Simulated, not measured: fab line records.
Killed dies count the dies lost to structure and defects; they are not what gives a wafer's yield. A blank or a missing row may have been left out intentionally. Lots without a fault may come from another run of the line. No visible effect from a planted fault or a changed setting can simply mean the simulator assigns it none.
Split-lot experiment ; flow n5-finfet ; on a route of 1938 steps: 7 lots, 21 wafers read

ABOUT THE SPLIT
At N5_SDB_ETCH_18 (etches SOC in N2/H2, target depth 100 nm, overetch 20 nm, time 150 s), the setting time-s was moved away from the recipe's 150 s on 8 of the 21 wafers read, by -21.4% to +15.0%. This setting was run at the recipe's value on the other wafers.

The reading comes from the split's own step.

THE READING
SiARC_of_SDB_COAT_04.thk-nm (the simulator's own value, which no gauge read), in nm, at N5_SDB_ETCH_18 (etches SOC in N2/H2, target depth 100 nm, overetch 20 nm, time 150 s). No usual value for it is given in the file. Average 12.8 nm, standard deviation 0.12 nm, over the 13 wafers here run with the recipe.

wafer;tool, chamber at the split;time-s as run, s;against the recipe;SiARC_of_SDB_COAT_04.thk-nm, nm;against lot-mates on the recipe
L078.1;rie-diel-02, 1;150;recipe;12.8;-
L078.2;rie-diel-02, 3;127.8;-14.8%;13.8;+1.0
L078.3;rie-diel-02, 2;127.8;-14.8%;13.4;+0.6
L079.1;rie-diel-04, 3;150;recipe;12.6;-
L079.3;rie-diel-04, 1;117.9;-21.4%;13.8;+1.2
L079.4;rie-diel-04, 2;117.9;-21.4%;13.8;+1.2
L081.2;rie-diel-02, 2;150;recipe;12.8;-
L081.5;rie-diel-02, 3;119.6;-20.3%;14.2;+1.4
L081.6;rie-diel-02, 0;150;recipe;12.8;-
L085.2;rie-diel-04, 1;150;recipe;12.8;-
L085.4;rie-diel-04, 3;150;recipe;12.8;-
L085.6;rie-diel-04, 3;150;recipe;12.6;-
L087.1;rie-diel-04, 3;172.5;+15.0%;12;no lot-mate on the recipe
L087.2;rie-diel-04, 1;172.5;+15.0%;12;no lot-mate on the recipe
L087.4;rie-diel-04, 3;172.5;+15.0%;12;no lot-mate on the recipe
L091.1;rie-diel-06, 2;150;recipe;12.8;-
L091.2;rie-diel-06, 3;150;recipe;12.6;-
L091.4;rie-diel-06, 2;150;recipe;13;-
L097.1;rie-diel-06, 2;150;recipe;12.8;-
L097.2;rie-diel-06, 0;150;recipe;12.8;-
L097.4;rie-diel-06, 3;150;recipe;12.6;-

THE FIT
A straight line over all 21 wafers: SiARC_of_SDB_COAT_04.thk-nm changes by -0.0542 nm for each +1% of time-s; r = -0.97; the points scatter about the line by 0.15 nm.
The same after taking each lot's own level away (the mean of its wafers on the recipe; 18 wafers): -0.0587 nm for each +1%; r = -0.97; scatter 0.13 nm.
That fit puts the effect of the largest move of time-s on the reading at 1.3 nm.
Measured against the standard deviation above, the lots' own levels, which go from 12.60 to 12.80 nm, span 1.7 times it.
So the lot-to-lot level changes the slope little: the two slopes agree.
Check: with one of the wafers moved furthest among these (-21.4%) left out of the fit, the line predicts +1.27 nm for it against its lot-mates. It came out at +1.2 nm against them.

OTHER SPLITS APPLIED TO THESE WAFERS
Note: prior to the reading, these wafers also went through further splits. Each is held against what the fit with the lots' levels taken away leaves over:
other split on the same wafers;wafers away from the commonest value;r with SiARC_of_SDB_COAT_04.thk-nm (lot level and that fit taken away)
N5_SD_EPI_N_EPI_21 epi-growth-time-s;6;-0.04
N5_SDB_COAT_05 spin-rpm;9;+0.19

THE WHOLE CHAIN: every reading that the file lists as answering this split, in the file's order
step;what it does;reading;change (the file's fit);r (the file's)
N5_SDB_ETCH_18;etches SOC in N2/H2, target depth 100 nm, overetch 20 nm, time 150 s;etch.depth-nm (the simulator's own value, which no gauge read);+0.266 nm for each +1% of the setting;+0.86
N5_SDB_ETCH_18;etches SOC in N2/H2, target depth 100 nm, overetch 20 nm, time 150 s;SiARC_of_SDB_COAT_04.thk-nm (the simulator's own value, which no gauge read);-0.0606 nm for each +1% of the setting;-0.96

FILE'S OWN FIT
SiARC_of_SDB_COAT_04.thk-nm changes by -0.0606 nm for each +1% of time-s, r = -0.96.
